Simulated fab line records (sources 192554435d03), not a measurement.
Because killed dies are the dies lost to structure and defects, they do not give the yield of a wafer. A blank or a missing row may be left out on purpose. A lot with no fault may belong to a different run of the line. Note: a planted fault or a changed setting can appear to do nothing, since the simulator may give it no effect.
A lot that was struck, set against a sound lot / flow n5Finfet / 18 steps out of a route of 1938
Sound: these wafers, L572.2, L572.3, L572.4. Struck: wafers L581.1, L581.2, L581.4. Last of all comes the cause.
Each step with rows lists, per side, the tool, then ch with its chambers, then its first start. Under that, the readings that differ: sound wafers / struck wafers / difference of the means / sigmas: that difference in standard deviations of wafers without a fault.
alike: a reading whose means differ by less than 2 such deviations, as well as words and numbers matching on both sides. not compared: withheld readings; readings where some wafer has no value; bounds like >300 that might hide an equal value; numbers whose values overlap and for which the record gives no deviation.
Wherever a step has rows on one side only, a row that says differs or no value, or a row with sigmas, the two part there. When numbers do not overlap yet have no deviation, they are printed without sigmas and do not part them. A reading missing from all wafers of one side parts the sides only when that side holds two or more wafers.

N5_BEOL_M13_THK_MEAS_50: measures by xrf.
  sound: filmMetro-01 at day 16 17:23; struck: filmMetro-02 at day 18 08:46
  alike: M13_THK
then, 1 step without rows for these wafers: N5_BEOL_M13_PRE_CLEAN_52 (time 15 s).
N5_BEOL_M13_DEP_53: deposits SiCN from 3MS/NH3, target thk 50 nm, time 17.8 s.
  sound on pecvd-03 ch 0,1,2, day 16 17:26; struck on pecvd-02 ch 1,2, day 18 08:50
  alike: showerheadPlenumPTorr, throttleValvePct
N5_BEOL_M13_RS_MEAS_54: measurement is done with a four-point probe.
  sound: filmMetro-02 at day 16 17:31; struck: filmMetro-02 at day 18 08:54
  alike: M13_RS
N5_BEOL_M13_INSPECT_55: inspects for defects (darkfield).
  sound: defectInspect-01 at day 16 17:32; struck: defectInspect-01 at day 18 08:55
  alike: rawDefectCount
N5_BEOL_M14_ILD_DEP_00: deposits SiO2 from TEOS/O2, target thk 1119.3 nm, time 237.4 s.
  sound on pecvd-01 ch 0,1, day 16 17:34; struck on pecvd-03 ch 0,1, day 18 08:58
reading=throttleValvePct (%); sound=17.2 17.6 17.3; struck=17.6 19.1 19.2; difference=+1.3; sigmas=+2
  alike: heaterPowerW, showerheadPlenumPTorr
N5_BEOL_M14_THK_MEAS_01:
  sound: filmMetro-02 at day 16 17:50; struck: filmMetro-02 at day 18 09:09
  alike: M14_ILD_THK
then, 5 steps without rows for these wafers: N5_BEOL_M14_COAT_58 (time 60 s, resist thk 89 nm); N5_BEOL_M14_COAT_04 (resist thk 800 nm); N5_BEOL_M14_EBR_06; N5_BEOL_M14_SOFTBAKE_05 (time 60 s); N5_BEOL_M14_EXPOSE_07 (exposes mask V13).
N5_BEOL_M14_PEB_08: peb time 90 s.
  sound on lithoTrack-03 ch 0, day 16 18:10; struck on lithoTrack-04 ch 0, day 18 09:28
reading=heaterPowerTotalW (W); sound=173.8 173.2 172.6; struck=181.2 180.1 181.2; difference=+7.6; sigmas=+9
reading=plateTempC (C); sound=129.84 129.93 129.94; struck=134.47 134.32 134.24; difference=+4.44; sigmas=+37
  alike: exhaustPa, resistLineTempC
then, 2 steps without rows for these wafers: N5_BEOL_M14_DEVELOP_09 (develop time 45 s); N5_BEOL_M14_HARDBAKE_14 (time 120 s).
N5_BEOL_M14_CD_MEAS_10: target cd 250 nm.
  sound on cdSem-03 ch 0, day 16 18:16; struck on cdSem-02 ch 0, day 18 09:35
reading=cdNm (nm); sound=248.7 250.5 247.3; struck=267.1 267.1 265.5; difference=+17.7; sigmas=+11
N5_BEOL_M14_OVL_MEAS_11:
  sound on overlay-02 ch 0, day 16 18:18; struck on overlay-02 ch 0, day 18 09:38
  alike: V13_OVL
N5_PASSIVATION_PROBE_49:
  rows exist in the record for the struck wafers here (prober-02, day 19 12:50), but not for the sound ones

== WHERE THEY PART ==
Last at N5_PASSIVATION_PROBE_49 as far as this record goes, first at N5_BEOL_M14_ILD_DEP_00.

WHY: what had been put in by the simulator
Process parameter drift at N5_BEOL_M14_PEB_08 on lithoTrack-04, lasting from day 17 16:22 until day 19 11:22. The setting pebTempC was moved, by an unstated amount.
